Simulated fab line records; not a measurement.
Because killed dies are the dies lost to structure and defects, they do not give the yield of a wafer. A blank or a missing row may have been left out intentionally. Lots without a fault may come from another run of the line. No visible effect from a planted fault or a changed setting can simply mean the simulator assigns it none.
The tool behind it: which one?    flow nand_harc    12 lots with 36 wafers sampled at 6 steps, on a route of 1159 steps

## WHAT THE GAUGES SHOWED, per wafer
NHARC_P_GATE_CD_MEAS_11: the cd target is 1640 nm.
lot   measured     on         cd_nm (nm)
L399  day 4 03:02  cd_sem-02  1639.4 1640.5 1638.9
L400  day 4 21:20  cd_sem-01  1641.1 1640.3 1640.4
L401  day 4 21:29  cd_sem-02  1640.9 1642.0 1640.5
L405  day 5 19:20  cd_sem-01  1639.2 1639.6 1639.3
L403  day 5 19:29  cd_sem-01  1643.2 1641.3 1641.6
L404  day 5 19:39  cd_sem-01  1639.5 1638.8 1636.9
L406  day 5 23:55  cd_sem-03  1640.1 1638.2 1639.6
L407  day 6 08:37  cd_sem-03  1639.5 1640.5 1639.9
L408  day 6 08:39  cd_sem-03  - - -
L417  day 8 16:45  cd_sem-02  1640.5 1640.0 1638.7
L416  day 8 16:47  cd_sem-03  1639.2 1641.0 1639.3
L418  day 9 05:20  cd_sem-03  1639.7 1638.1 1639.2

NHARC_END_SORT_01.
lot   measured      on         killed_at_array  killed_at_other  killed_at_periphery  killed_dies  killed_open  killed_short
L408  day 22 02:49  prober-01  28 32 42         0 0 1            649 645 634          677 677 677  4 3 5        3 3 3

## WHAT TOOL EACH LOT RAN ON (gives the tool, then ch and the chambers of the sampled wafers, and finally the start)
lot   NHARC_P_GATE_EXPOSE_08            NHARC_P_GATE_HM_DEP_102       NHARC_P_GATE_ETCH_114                         NHARC_P_GATE_STRIP_108
L399  krf_scanner-03 ch 0, day 4 02:53  acl_dep-03 ch 0, day 4 16:23  rie_diel-13 ch 1,2, day 4 18:59 or earlier    rie_diel-11 ch 1,2,3, day 4 18:59
L400  krf_scanner-02 ch 0, day 4 21:11  acl_dep-01 ch 0, day 5 10:16  rie_diel-08 ch 0,3, day 5 12:52 or earlier    rie_diel-13 ch 0,2,3, day 5 12:52
L401  krf_scanner-04 ch 0, day 4 21:20  acl_dep-02 ch 0, day 5 10:16  rie_diel-11 ch 0,1,2, day 5 12:42 or earlier  rie_diel-11 ch 1,2,3, day 5 12:42
L405  krf_scanner-02 ch 0, day 5 19:10  acl_dep-03 ch 0, day 6 08:53  rie_diel-13 ch 0,3, day 6 11:50 or earlier    rie_diel-13 ch 1,2, day 6 11:50
L403  krf_scanner-03 ch 0, day 5 19:20  acl_dep-01 ch 0, day 6 09:11  rie_diel-13 ch 2,3, day 6 11:58 or earlier    rie_diel-13 ch 1,2, day 6 11:58
L404  krf_scanner-04 ch 0, day 5 19:29  acl_dep-02 ch 0, day 6 09:10  rie_diel-13 ch 1,2, day 6 11:58 or earlier    rie_diel-11 ch 0,1,2, day 6 11:58
L406  krf_scanner-04 ch 0, day 5 23:45  acl_dep-03 ch 0, day 6 17:22  rie_diel-11 ch 1,2,3, day 6 19:20 or earlier  rie_diel-13 ch 0,1,2, day 6 19:20
L407  krf_scanner-02 ch 0, day 6 08:28  acl_dep-01 ch 0, day 6 21:47  rie_diel-13 ch 1,2,3, day 7 00:03 or earlier  rie_diel-13 ch 1,2, day 7 00:03
L408  krf_scanner-02 ch 0, day 6 08:29  acl_dep-02 ch 0, day 6 21:56  rie_diel-11 ch 0,1,3, day 7 00:35 or earlier  rie_diel-08 ch 0,1,3, day 7 00:35
L417  krf_scanner-02 ch 0, day 8 16:35  acl_dep-02 ch 0, day 9 06:02  rie_diel-13 ch 0,1,2, day 9 08:28 or earlier  rie_diel-13 ch 0,2,3, day 9 08:28
L416  krf_scanner-02 ch 0, day 8 16:38  acl_dep-01 ch 0, day 9 05:58  rie_diel-08 ch 0,2,3, day 9 08:26 or earlier  rie_diel-11 ch 1,3, day 9 08:26
L418  krf_scanner-02 ch 0, day 9 05:11  acl_dep-03 ch 0, day 9 17:43  rie_diel-08 ch 1,3, day 9 20:25 or earlier    rie_diel-11 ch 1,2,3, day 9 20:25
- NHARC_P_GATE_EXPOSE_08: exposes mask P HV.
- NHARC_P_GATE_HM_DEP_102: deposits aC, target thk 120 nm.
- NHARC_P_GATE_ETCH_114: etches the open film in CF4/O2, target depth 30 nm, overetch 3 nm, time 16.5 s.
- NHARC_P_GATE_STRIP_108: strips in O2.

## WHAT THE TOOLS THEMSELVES READ (means of the sampled wafers that have a number; where no wafer has one, the mark that the record gives instead)
NHARC_P_GATE_HM_DEP_102.
lot   tool        throttle_valve_pct (%)
L399  acl_dep-03  35.002
L400  acl_dep-01  34.997
L401  acl_dep-02  34.999
L405  acl_dep-03  34.996
L403  acl_dep-01  35.001
L404  acl_dep-02  34.989
L406  acl_dep-03  35.005
L407  acl_dep-01  35.007
L408  acl_dep-02  34.989
L417  acl_dep-02  35.003
L416  acl_dep-01  35.012
L418  acl_dep-03  34.995

NHARC_P_GATE_ETCH_114.
lot   tool         drypump_motor_current_A (A)  oes_product_au (a.u.)  rf_vpp_V (V)  showerhead_plenum_p_Torr (Torr)  throttle_valve_pct (%)
L399  rie_diel-13  5.5                          1.007                  198.7         1.37                             13.393
L400  rie_diel-08  6.1                          0.993                  198.1         1.35                             13.396
L401  rie_diel-11  6.0                          0.990                  197.7         1.36                             13.399
L405  rie_diel-13  5.6                          1.005                  197.1         1.31                             13.406
L403  rie_diel-13  5.6                          1.005                  198.3         1.37                             13.397
L404  rie_diel-13  5.5                          0.999                  197.9         1.37                             13.411
L406  rie_diel-11  6.0                          0.996                  198.6         1.35                             13.402
L407  rie_diel-13  5.5                          1.002                  197.7         1.35                             13.389
L408  rie_diel-11  6.2                          0.997                  198.2         1.33                             13.399
L417  rie_diel-13  5.4                          1.001                  197.7         1.33                             13.392
L416  rie_diel-08  5.9                          1.000                  198.6         1.34                             13.402
L418  rie_diel-08  6.0                          0.993                  196.8         1.30                             13.388

NHARC_P_GATE_STRIP_108.
lot   tool         drypump_motor_current_A (A)  oes_product_au (a.u.)  rf_vpp_V (V)  showerhead_plenum_p_Torr (Torr)  throttle_valve_pct (%)
L399  rie_diel-11  5.9                          0.999                  57.4          3.58                             17.033
L400  rie_diel-13  5.6                          1.003                  58.5          3.52                             17.037
L401  rie_diel-11  6.0                          1.003                  58.5          3.57                             17.040
L405  rie_diel-13  5.5                          0.998                  58.9          3.62                             17.038
L403  rie_diel-13  5.5                          0.998                  58.6          3.62                             17.040
L404  rie_diel-11  6.0                          0.996                  58.3          3.60                             17.027
L406  rie_diel-13  5.4                          0.994                  58.1          3.52                             17.038
L407  rie_diel-13  5.3                          0.993                  57.6          3.55                             17.040
L408  rie_diel-08  6.1                          1.010                  57.6          3.49                             17.036
L417  rie_diel-13  5.6                          1.010                  58.0          3.51                             17.042
L416  rie_diel-11  6.4                          0.986                  57.5          3.53                             17.034
L418  rie_diel-11  6.0                          0.997                  57.9          3.56                             17.041

## THE ANSWER, worked out from the rows above alone
Rule: the lots themselves supply what counts as usual. The widest of any qualifying gaps counts: lots, ordered by their means at a reading, are off when they make up no more than a third of the lots, leave a main group of 4 or more, and stand apart from it by 3 or more times the standard deviation of that group's means. If all means in a main group match to the digits the tables above print for the reading, that group is not used. A lot without any number at a reading at which 4 lots or more have one is off too. Where the step has rows for the other lots, those lots are counted as sound. After the gauges, taken in route order, come the tools' own readings; for these a lot's mean is taken, as printed above. The first step at which some lot is off is used, and at that step the reading that is off furthest; a lot without a number counts as furthest.
Off: L408, at NHARC_P_GATE_CD_MEAS_11 (cd_nm). Without a number there: L408. For the main group the mean is 1639.9 nm and the standard deviation 0.97.
If a tool, at a process step before that reading, ran all the lots that are off and no sound lot after the first of them, it fits. Those tools and the gauges at NHARC_P_GATE_CD_MEAS_11 are tried in the same way. Of those tried, none fits.

## WHAT HAD BEEN PUT IN BY THE SIMULATOR
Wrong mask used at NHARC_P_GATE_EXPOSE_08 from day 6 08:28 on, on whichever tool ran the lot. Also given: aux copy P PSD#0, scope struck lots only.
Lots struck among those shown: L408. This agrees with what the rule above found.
